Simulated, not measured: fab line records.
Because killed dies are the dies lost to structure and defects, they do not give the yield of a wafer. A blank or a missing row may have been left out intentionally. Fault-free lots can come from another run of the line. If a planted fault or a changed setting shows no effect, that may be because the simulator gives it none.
fab line records	flow nand_harc
record: lots: 12	wafers: 36	last_day: 25
route steps=1159 shown P_M1@296 P_M2@318 END@1159
lots that met no fault: taken from a fault-free run of the same line
start_h: hours from the record's opening day to when the first of the lot's shown wafers began	wait_h: time in hours since the lot's previous step	" same as the row above	L1.1+2: one row covering several wafers at once	- no value present, or no start provided	* or withheld: withheld	< > ~ a bound
route shown NAME@n: names a module that has steps shown in the file, with the first one's number in the route	usual: mean and standard deviation over wafers with no fault	same: alike in all rows	chamber/n: place in a boat	sites: the reading at each site	_std_site: standard deviation across them	_edge_site: the outer-site mean with the inner-site mean subtracted	radius_mm: for every site, how far away it sits from the centre of the wafer	mask NAME#n: copy n	behind: tool/chamber where the wafer was last shaped	hold: the reason the lot was held/the length of the hold in hours/how it ended	device: names the non-switching transistor (n, p or np)	end of line: at the end of the route, the tests of the same wafers	a step without rows: its recipe alone	killed: count of dies lost to structure and defects at first sort (not the wafer's yield)	map: a wafer's dies, marking killed ones x, the rest . and places with no die _
set.NAME: the setting the step ran with; set.NAME@STEP: the setting that earlier step ran with	model.NAME: the simulator's own value behind a step, which no gauge read
the route's steps for a sample of lots (tables are steps, rows are wafers)
services: when a tool's chamber went out of use (start_h, in hours from the record's first day, below 0 if earlier), for how many hours, and the reason
== steps ==
step: NHARC_P_M1_OVL_MEAS_10
recipe: pitch_nm: 260
usual: overlay_x_nm: -0.1/0.75	overlay_y_nm: -0.1/0.67
lot.wafer	tool	chamber	start_h	wait_h	overlay_x_nm	overlay_y_nm
L807.2	overlay-02	-	132.31	-	-0.5	-0.3
L807.4	"	-	"	"	-0.2	0.5
L807.5	"	-	"	"	-0.2	-0.1
L809.1	overlay-01	-	136.68	-	0.7	-1.2
L809.4	"	-	"	"	0.9	-1.6
L809.5	"	-	"	"	0.4	-0.9
L811.1	overlay-02	-	141.46	-	-0.6	0.3
L811.4	"	-	"	"	-0.6	0.2
L811.5	"	-	"	"	-0.7	0.5
L813.2	overlay-01	-	165.80	-	0.2	1.3
L813.4	"	-	"	"	-0.6	0.9
L813.6	"	-	"	"	0.1	0.5
L820.1	overlay-02	-	195.13	-	-0.2	0.7
L820.3	"	-	"	"	-0.2	0.5
L820.6	"	-	"	"	-0.6	-0.1
L821.3	overlay-02	-	215.36	-	-0.6	0.5
L821.5	"	-	"	"	-0.2	-0.6
L821.6	"	-	"	"	-0.1	0.1
L823.3	overlay-02	-	219.01	-	0.2	-0.7
L823.4	"	-	"	"	0.4	0.0
L823.5	"	-	"	"	0.3	-0.8
L822.1	overlay-01	-	219.84	-	-0.7	0.4
L822.4	"	-	"	"	-0.8	0.3
L822.5	"	-	"	"	-1.4	-0.6
L824.3	overlay-02	-	236.78	-	-0.5	0.3
L824.5	"	-	"	"	-0.6	0.0
L824.6	"	-	"	"	0.1	0.1
L826.1	overlay-02	-	241.62	-	0.2	-0.3
L826.3	"	-	"	"	-0.1	-1.0
L826.6	"	-	"	"	0.3	0.3
L827.1	overlay-01	-	255.51	-	-0.6	0.3
L827.3	"	-	"	"	-0.5	-0.3
L827.5	"	-	"	"	-0.5	0.5
L828.2	overlay-01	-	261.63	-	0.2	0.7
L828.4	"	-	"	"	0.3	0.8
L828.5	"	-	"	"	0.1	0.3
step: NHARC_P_M1_ETCH_28
recipe: target_depth_a: 300	over_etch_frac: 0.3	time_s: 72.99	ion_energy_ev: 150	cf4_flow_sccm: 50	n2_flow_sccm: 100	ar_flow_sccm: 150	rf_w: 300	bias_w: 100	chemistry: CF4/N2
usual: drypump_motor_current_A: 5.7/0.35	mfc_ar_sccm: 149.9/0.45	oes_product_au: 0.997/0.009	rf_vpp_V: 314.4/2.1	showerhead_plenum_p_Torr: 2.65/0.12	throttle_valve_pct: 19.794/0.0083
lot.wafer	tool	chamber	start_h	wait_h	drypump_motor_current_A	mfc_ar_sccm	oes_product_au	rf_hours_counter_h	rf_vpp_V	showerhead_plenum_p_Torr	throttle_valve_pct
L807.4	rie_diel-10	2	-	-	6.1	150.1	0.985	4	312.3	2.50	19.790
L807.2	"	0	"	"	6.1	149.4	0.990	4	313.3	2.64	19.813
L807.5	"	2	"	"	6.0	149.9	0.984	-	311.9	2.50	19.796
L809.1	rie_diel-02	0	-	-	5.7	150.4	1.000	9	315.4	2.68	19.785
L809.4	"	1	"	"	6.2	149.6	0.989	8	311.6	2.45	19.794
L809.5	"	0	"	"	5.7	150.5	1.006	-	314.4	2.68	19.785
L811.4	rie_diel-13	2	-	-	5.2	148.4	0.985	3	312.3	2.51	19.798
L811.1	"	0	"	"	5.2	149.5	0.995	2	317.5	2.81	19.793
L811.5	"	3	"	"	5.6	150.2	1.003	-	312.8	2.64	19.799
L813.4	rie_diel-13	1	-	-	5.9	150.7	0.993	4	315.6	2.64	19.802
L813.2	"	3	"	"	5.5	150.0	1.001	5	313.6	2.64	19.803
L813.6	"	2	"	"	5.2	149.3	0.987	-	312.0	2.50	19.796
L820.3	rie_diel-13	0	-	-	5.3	150.3	0.999	7	317.8	2.81	19.797
L820.1	"	3	"	"	5.6	150.0	0.987	7	313.3	2.64	19.811
L820.6	"	0	"	"	5.2	150.0	0.983	-	317.4	2.81	19.802
L821.3	rie_diel-10	0	-	-	6.1	149.2	1.014	1	314.4	2.64	19.795
L821.5	"	1	"	"	5.8	149.9	1.016	-	318.2	2.83	19.804
L821.6	"	2	"	"	6.0	149.1	1.009	-	312.3	2.50	19.789
L823.4	rie_diel-02	0	-	-	5.7	150.2	0.998	4	314.2	2.68	19.795
L823.3	"	1	"	"	6.2	150.2	0.991	4	312.1	2.45	19.782
L823.5	"	1	"	"	6.3	149.6	1.003	-	311.3	2.45	19.786
L822.4	rie_diel-13	0	-	-	5.2	149.3	1.003	10	318.0	2.81	19.783
L822.1	"	2	"	"	5.2	150.1	0.991	9	313.4	2.50	19.799
L822.5	"	0	"	"	5.2	149.8	1.007	-	315.9	2.81	19.802
L824.3	rie_diel-02	0	-	-	5.7	150.0	1.004	6	315.4	2.68	19.807
L824.5	"	3	"	"	5.8	150.8	0.999	-	317.0	2.76	19.787
L824.6	"	0	"	"	5.7	150.1	0.999	-	314.9	2.68	19.804
L826.3	rie_diel-13	0	-	-	5.2	150.1	1.004	11	317.7	2.81	19.793
L826.1	"	2	"	"	5.2	149.5	0.997	12	311.7	2.50	19.801
L826.6	"	0	"	"	5.2	150.6	0.998	-	319.0	2.81	19.800
L827.1	rie_diel-13	2	-	-	5.2	149.8	0.998	14	311.5	2.50	19.805
L827.3	"	0	"	"	5.2	150.3	0.991	13	317.2	2.81	19.796
L827.5	"	2	"	"	5.2	150.0	0.997	-	312.8	2.50	19.792
L828.4	rie_diel-13	2	-	-	5.2	150.5	0.980	14	313.0	2.50	19.800
L828.2	"	0	"	"	5.2	150.2	0.983	13	317.2	2.81	19.789
L828.5	"	2	"	"	5.2	149.8	0.988	-	312.4	2.50	19.801
step: NHARC_P_M2_DEP_00
recipe: target_thk_a: 1825	target_thk_nm: 182.5	temp_c: withheld	pressure_torr: 5	flow_sccm: 200	rf_w: 600	material: SiOC
lot.wafer	tool	chamber	start_h	wait_h
L807.2+4+5	pecvd-01	1,1,0	135.58	-
L807.2+4+5	pecvd-01	1,1,0	136.31	-
L809.1+4+5	pecvd-01	0,0,1	139.99	-
L811.1+4+5	pecvd-01	0,0,1	144.85	-
L811.1+4+5	pecvd-01	0,0,1	145.45	-
L813.2+4+6	pecvd-01	0,0,1	169.24	-
L820.1+3+6	pecvd-01	1,2,1	198.43	-
L821.3+5+6	pecvd-01	2,0,2	218.67	-
L823.3+5+4	pecvd-02	1,0,1	222.31	-
L822.1+5+4	pecvd-03	2,1,2	223.28	-
L824.3+6+5	pecvd-03	1,0,1	240.42	-
L826.3+1+6	pecvd-03	2,0,2	245.30	-
L827.1+3+5	pecvd-03	2,0,2	258.72	-
L828.2+4+5	pecvd-02	0,2,0	264.88	-
step: NHARC_P_M2_OVL_MEAS_10
recipe: pitch_nm: 340
usual: overlay_x_nm: 0.1/1.1	overlay_y_nm: 0.1/0.75
lot.wafer	tool	chamber	start_h	wait_h	overlay_x_nm	overlay_y_nm
L807.2	overlay-02	-	137.20	-	0.2	0.3
L807.4	"	-	"	"	0.1	0.4
L807.5	"	-	"	"	-0.2	1.0
L809.1	overlay-01	-	140.91	-	-0.8	0.1
L809.4	"	-	"	"	-0.5	-0.1
L809.5	"	-	"	"	-1.2	0.0
L811.1	overlay-02	-	146.38	-	-0.1	-0.1
L811.4	"	-	"	"	-0.1	0.0
L811.5	"	-	"	"	-0.7	-0.2
L813.2	overlay-01	-	170.12	-	0.7	0.1
L813.4	"	-	"	"	0.8	0.5
L813.6	"	-	"	"	0.8	0.0
L820.1	overlay-02	-	199.17	-	-1.1	-0.8
L820.3	"	-	"	"	-1.4	-1.1
L820.6	"	-	"	"	-1.5	-1.3
L821.3	overlay-01	-	219.51	-	0.1	0.2
L821.5	"	-	"	"	-0.5	0.1
L821.6	"	-	"	"	-0.1	1.2
L823.3	overlay-01	-	223.18	-	1.8	0.3
L823.4	"	-	"	"	1.7	0.0
L823.5	"	-	"	"	1.1	0.2
L822.1	overlay-01	-	223.98	-	-0.3	1.0
L822.4	"	-	"	"	-0.9	0.6
L822.5	"	-	"	"	-0.6	0.8
L824.3	overlay-02	-	241.17	-	1.1	0.5
L824.5	"	-	"	"	1.4	0.5
L824.6	"	-	"	"	1.5	0.5
L826.1	overlay-01	-	246.06	-	-0.5	-0.5
L826.3	"	-	"	"	-0.4	-0.4
L826.6	"	-	"	"	-0.7	-0.7
L827.1	overlay-02	-	259.51	-	1.2	-0.1
L827.3	"	-	"	"	0.5	0.6
L827.5	"	-	"	"	1.0	0.8
L828.2	overlay-02	-	265.76	-	0.9	0.1
L828.4	"	-	"	"	1.0	-0.3
L828.5	"	-	"	"	0.4	-1.0
step: NHARC_END_SORT_01
recipe: temp_c: 25
usual: defect_limited_yield: 95.3/1.7	killed_at_array: 28/11	killed_at_other: 0.7/1.1	killed_at_periphery: 2.9/2	killed_dies: 32/11	killed_open: 3.2/1.8	killed_short: 2.0/1.4	sort_bin_2_pct: 1.5/0.67	sort_bin_3_pct: 0.28/0.24	sort_bin_4_pct: 2.9/1.1	sort_n_pass: 645/11	sort_rim_yield_pct: 95.7/2.6	sort_yield_pct: 95.3/1.7
same: gross_dies: 677	sort_bin_5_pct[%]: 0	sort_bin_6_pct[%]: 0	sort_bin_7_pct[%]: 0	sort_bin_8_pct[%]: 0	sort_rim_n_gross: 106.00
lot.wafer	tool	chamber	start_h	wait_h	defect_limited_yield[%]	killed_at_array	killed_at_other	killed_at_periphery	killed_dies	killed_open	killed_short	sort_bin_2_pct[%]	sort_bin_3_pct[%]	sort_bin_4_pct[%]	sort_n_pass	sort_rim_yield_pct[%]	sort_yield_pct[%]
L807.2	prober-01	0	451.91	2.8	0	25	0	652	677	3	2	97.9	0	2.1	0	0	0
L807.4	prober-01	0	453.52	3.4	0	29	0	648	677	1	1	97.0	0.30	2.7	0	0	0
L807.5	prober-01	0	454.32	3.7	0	35	0	642	677	4	3	95.7	0.74	3.5	0	0	0
L811.1	prober-02	0	458.88	2.5	0	15	0	662	677	1	2	98.2	0	1.8	0	0	0
L811.4	prober-02	0	461.29	3.4	0	33	0	644	677	5	1	96.2	0.44	3.4	0	0	0
L811.5	prober-02	0	462.10	3.7	0	23	0	654	677	3	2	97.6	0.15	2.2	0	0	0
L826.3	prober-01	0	557.64	3.1	91.3	51	0	8	59	3	3	2.1	0.74	5.9	618	93.4	91.3
L827.1	prober-02	0	586.78	2.5	97.0	18	0	2	20	2	3	0.4	0.30	2.2	657	97.2	97.0
L827.3	prober-02	0	588.39	3.1	97.0	17	0	3	20	4	3	0.4	0.30	2.2	657	95.3	97.0
L827.5	prober-02	0	590.00	3.7	96.6	22	0	1	23	3	5	0.7	0	2.7	654	96.2	96.6
killed by level:class
L807.2 P_M2:area_dep=651 A_CHANNEL_HOLE_D1:chamber_film_flake=10 A_SLIT:chamber_film_flake=7 A_CONTACT:geometric_particle:open=2 A_STAIRCASE:chamber_film_flake=2 A_CHANNEL_HOLE_D1:geometric_particle:open=1 A_CONTACT:geometric_particle:short=1 A_BLC:geometric_particle:short=1
L807.4 P_M2:area_dep=648 A_CHANNEL_HOLE_D1:chamber_film_flake=8 A_SLIT:chamber_film_flake=8 A_CONTACT:chamber_film_flake=8 A_CHANNEL_FILL_D1:chamber_film_flake=2 A_ONON_D1:geometric_particle:short=1 A_CONTACT:geometric_particle:open=1 A_WL_FILL:chamber_film_flake=1
L807.5 P_M2:area_dep=639 A_CHANNEL_HOLE_D1:chamber_film_flake=15 A_SLIT:chamber_film_flake=9 A_WL_FILL:chamber_film_flake=5 A_CONTACT:geometric_particle:open=2 P_M0:geometric_particle:open=1 P_M0:geometric_particle:short=1 A_CHANNEL_HOLE_D1:geometric_particle:short=1
L811.1 P_M2:area_dep=658 A_SLIT:chamber_film_flake=6 A_CHANNEL_HOLE_D1:chamber_film_flake=4 P_ZERO_WELL:chamber_film_flake=2 A_STAIRCASE:chamber_film_flake=2 P_CONTACT:geometric_particle:open=1 A_SOURCE_PLATE:geometric_particle:short=1 A_SGD_CUT:geometric_particle:short=1
L811.4 P_M2:area_dep=639 A_CHANNEL_HOLE_D1:chamber_film_flake=12 A_SLIT:chamber_film_flake=9 A_STAIRCASE:chamber_film_flake=4 P_ZERO_WELL:chamber_film_flake=3 A_M0:geometric_particle:open=2 A_CONTACT:chamber_film_flake=2 P_M0:geometric_particle:open=1
L811.5 P_M2:area_dep=653 A_SLIT:chamber_film_flake=8 A_CHANNEL_HOLE_D1:chamber_film_flake=6 A_STAIRCASE:chamber_film_flake=3 A_ONON_D1:geometric_particle:short=1 A_ONON_D1:geometric_particle:open=1 A_CHANNEL_FILL_D1:geometric_particle:open=1 A_CONTACT:geometric_particle:short=1
L826.3 A_CHANNEL_HOLE_D1:chamber_film_flake=20 A_SLIT:chamber_film_flake=17 A_CONTACT:chamber_film_flake=10 P_M0:chamber_film_flake=3 P_GATE:chamber_film_flake=2 P_M0:geometric_particle:open=1 P_M0:geometric_particle:short=1 A_CHANNEL_HOLE_D1:geometric_particle:short=1
L827.1 A_CHANNEL_HOLE_D1:chamber_film_flake=7 A_CONTACT:chamber_film_flake=6 P_M1:geometric_particle:open=1 A_CHANNEL_FILL_D1:geometric_particle:short=1 A_WL_FILL:geometric_particle:short=1 A_WL_FILL:geometric_particle:open=1 A_M0:geometric_particle:short=1 P_GATE:chamber_film_flake=1
L827.3 A_CHANNEL_HOLE_D1:chamber_film_flake=3 A_CONTACT:chamber_film_flake=3 A_WL_FILL:geometric_particle:short=2 P_M0:geometric_particle:open=1 A_SOURCE_PLATE:geometric_particle:open=1 A_SGD_CUT:geometric_particle:open=1 A_SGD_CUT:geometric_particle:short=1 A_M0:geometric_particle:open=1
L827.5 A_CHANNEL_HOLE_D1:chamber_film_flake=7 A_CHANNEL_FILL_D1:chamber_film_flake=4 A_CONTACT:chamber_film_flake=4 A_ONON_D1:geometric_particle:short=2 P_M1:geometric_particle:open=1 A_CHANNEL_HOLE_D1:geometric_particle:short=1 A_WL_FILL:geometric_particle:short=1 A_CONTACT:geometric_particle:open=1
== services ==
tool	chamber	start_h	hours	kind
rie_diel-10	1	109.11	3.0	repair
pecvd-03	-	111.13	13.0	pm
pecvd-01	-	115.33	5.5	repair
rie_diel-13	0	132.50	-	clean
rie_diel-13	1	132.50	-	clean
rie_diel-13	2	132.50	-	clean
rie_diel-10	1	150.52	11.2	repair
rie_diel-10	3	150.57	6.8	repair
rie_diel-02	-	150.70	9.0	pm
pecvd-02	-	153.00	13.0	pm
rie_diel-13	2	158.71	4.8	repair
pecvd-03	0	169.67	9.2	repair
rie_diel-10	-	176.50	9.0	pm
rie_diel-10	0	224.04	5.8	repair
pecvd-03	0	226.21	5.2	repair
rie_diel-13	-	230.35	0.8	repair
rie_diel-13	1	233.97	10.8	repair
pecvd-01	-	237.00	13.0	pm
pecvd-01	0	237.00	13.0	vent_cycle
pecvd-01	1	237.00	13.0	vent_cycle
pecvd-01	2	237.00	13.0	vent_cycle
pecvd-01	0	250.00	-	clean
pecvd-01	1	250.00	-	clean
pecvd-01	2	250.00	-	clean
== key ==
first_sign: step: NHARC_P_M2_DEP_00	reading: visit	direction: added
effect: step: NHARC_END_SORT_01	reading: killed_at_periphery	direction: up	sigmas: 99+	usual: 2.9	struck: 650.3
more_kills_born_at: NHARC_P_M2_DEP_00@pecvd-01: 3888
met_at NHARC_P_M2_DEP_00
struck_lots L807,L811
later_rows_left_out L807.2,L807.4,L807.5,L811.1,L811.4,L811.5
not_acting_at NHARC_P_M1_OVL_MEAS_10,NHARC_P_M1_ETCH_28,NHARC_P_M2_OVL_MEAS_10
fault: kind: repeated_step_whole	tool: pecvd-01,pecvd-02,pecvd-03	chamber: -	onset_h: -	steps: NHARC_P_M2_DEP_00	times: 1	scope: struck_lots_only
later_rows_left_out: the simulator's readings of these wafers behind a module that went badly wrong aren't trusted and aren't shown, but for the sort
